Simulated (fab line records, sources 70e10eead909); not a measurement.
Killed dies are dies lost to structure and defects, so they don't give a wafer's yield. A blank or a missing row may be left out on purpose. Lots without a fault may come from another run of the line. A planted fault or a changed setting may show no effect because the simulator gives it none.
Chamber matching | flow nand_harc | NHARC_A_CHANNEL_FILL_D1_ALD_02 on ald_hk-04: 4 sister chambers
The step deposits SiO2, target thk 6 nm, pulse time 10 s, ald cycles 60. 18 wafers are shown with their chamber, then 9 later ones without.

WAFERS WITH THEIR CHAMBER
wafer  | chamber | heater_power_w (W) | heater_power_outer_w (W) | precursor_pulse_height_rel
L074.3 | 2       | 455                | 245                      | 1.032
L074.4 | 1       | 433                | 235                      | 0.992
L074.5 | 1       | 433                | 235                      | 1.000
L078.1 | 3       | 441                | 235                      | 1.025
L078.3 | 0       | 467                | 251                      | 1.037
L078.4 | 2       | 455                | 254                      | 0.973
L081.2 | 0       | 466                | 249                      | 0.975
L081.4 | 1       | 432                | 238                      | 1.027
L081.6 | 3       | 435                | 238                      | 1.014
L084.1 | 1       | 439                | 244                      | 1.001
L084.3 | 2       | 459                | 262                      | 0.965
L084.4 | 0       | 462                | 250                      | 1.002
L083.3 | 2       | 452                | 260                      | 1.010
L083.4 | 1       | 439                | 234                      | 0.983
L083.5 | 1       | 432                | 236                      | 1.009
L086.2 | 1       | 445                | 233                      | 0.978
L086.3 | 3       | 433                | 240                      | 1.016
L086.5 | 3       | 438                | 237                      | 1.002

SIGNATURES (means of the wafers above)
reading                    | chamber 0 | chamber 1 | chamber 2 | chamber 3 | scatter within a chamber
heater_power_w             | 465.00    | 436.14    | 455.25    | 436.75    | 4
heater_power_outer_w       | 250.00    | 236.43    | 255.25    | 237.50    | 4.4
precursor_pulse_height_rel | 1.00467   | 0.99857   | 0.99500   | 1.01425   | 0.0221
Rule: a wafer's distance from a chamber is the root of the sum, over the readings, of the square of ((its reading less the chamber's mean) divided by the reading's scatter). The wafer belongs to the nearest chamber; if the next one is less than 2 further off, it can't be placed. The scatter: the root of (the sum of the squares of (reading less its chamber's mean) over the shown wafers, divided by (wafers less chambers)).

WAFERS WITHOUT THEIR CHAMBER
wafer  | heater_power_w (W) | heater_power_outer_w (W) | precursor_pulse_height_rel
L089.3 | 452                | 238                      | 0.977
L089.5 | 463                | 247                      | 1.050
L089.6 | 444                | 233                      | 0.987
L097.1 | 448                | 235                      | 0.988
L097.2 | 468                | 249                      | 1.000
L097.6 | 441                | 239                      | 1.004
L095.1 | 465                | 249                      | 0.976
L095.3 | 436                | 237                      | 1.005
L095.5 | 440                | 242                      | 1.016

WHICH CHAMBER EACH WENT THROUGH
wafer  | from the rows above               | in truth
L089.3 | can't be placed: 2 or 1 or 3 or 0 | 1
L089.5 | can't be placed: 0 or 2           | 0
L089.6 | can't be placed: 1 or 3           | 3
L097.1 | can't be placed: 1 or 3 or 2      | 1
L097.2 | 0                                 | 0
L097.6 | can't be placed: 3 or 1           | 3
L095.1 | can't be placed: 0 or 2           | 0
L095.3 | can't be placed: 1 or 3           | 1
L095.5 | can't be placed: 3 or 1           | 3
Placed correctly: 1 of 9. Can't be placed from these rows: 8 (the true chamber is among the candidates in 8). Placed wrongly: 0.
